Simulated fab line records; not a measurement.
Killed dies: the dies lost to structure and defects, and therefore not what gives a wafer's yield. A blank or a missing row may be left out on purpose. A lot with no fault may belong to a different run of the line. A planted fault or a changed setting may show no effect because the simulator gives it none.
Chamber matching -- flow nand harc -- NHARC_P_GATE_DESCUM_13 on rie diel-03 has 4 sister chambers
The step chemistry O2, time 3 s. 14 wafers are shown with their chamber, then 7 later ones without.

WAFERS, EACH WITH ITS CHAMBER
wafer,chamber,drypump motor current A (A),rf vpp V (V),o2 flow sccm (sccm)
L338.2,0,5.6,57.0,199.0
L338.3,1,5.8,57.9,199.1
L338.4,3,6.1,59.1,200.3
L341.4,1,5.8,57.5,201.2
L341.5,1,5.8,58.0,200.3
L341.6,0,5.7,56.3,200.1
L352.2,1,5.8,58.3,199.5
L352.4,3,6.1,59.9,201.0
L352.5,3,6.2,58.6,200.7
L353.4,2,5.5,57.6,199.6
L353.5,2,5.5,57.3,199.3
L353.6,1,5.8,59.2,199.7
L355.1,2,5.5,57.5,199.1
L355.3,1,5.8,58.0,199.2

SIGNATURES (averages over the wafers above)
reading,chamber 0,chamber 1,chamber 2,chamber 3,scatter within a chamber
drypump motor current A,5.650,5.800,5.500,6.133,0.0342
rf vpp V,56.650,58.150,57.467,59.200,0.53
o2 flow sccm,199.550,199.833,199.333,200.667,0.643
Rule: for each reading, subtract the chamber's mean from the wafer's reading, divide by that reading's scatter and square the result; add these up over the readings and take the root, which gives the wafer's distance from the chamber. If the next closest chamber is less than 2 further off than the closest, the wafer can't be placed; otherwise it belongs to the closest. The scatter is the square root of a quotient: the sum, over the shown wafers, of each reading's squared deviation from its chamber's mean, divided by wafers minus chambers.

WAFERS WHOSE CHAMBER IS MISSING
wafer,drypump motor current A (A),rf vpp V (V),o2 flow sccm (sccm)
L355.6,6.2,57.4,200.1
L356.1,5.5,59.5,200.4
L356.4,5.7,57.6,200.4
L356.6,6.1,57.9,199.5
L357.2,5.7,58.7,199.8
L357.3,5.6,57.4,200.2
L357.5,5.7,57.9,199.9

CHAMBER TAKEN BY EACH
wafer,from the rows above,in truth
L355.6,3,3
L356.1,2,2
L356.4,can't be placed: 0 or 1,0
L356.6,3,3
L357.2,can't be placed: 1 or 0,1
L357.3,can't be placed: 0 or 2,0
L357.5,can't be placed: 0 or 1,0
3 of 7 placed correctly. Unplaceable from these rows: 4, with the true chamber sitting among the candidates in 4. 0 placed wrongly.
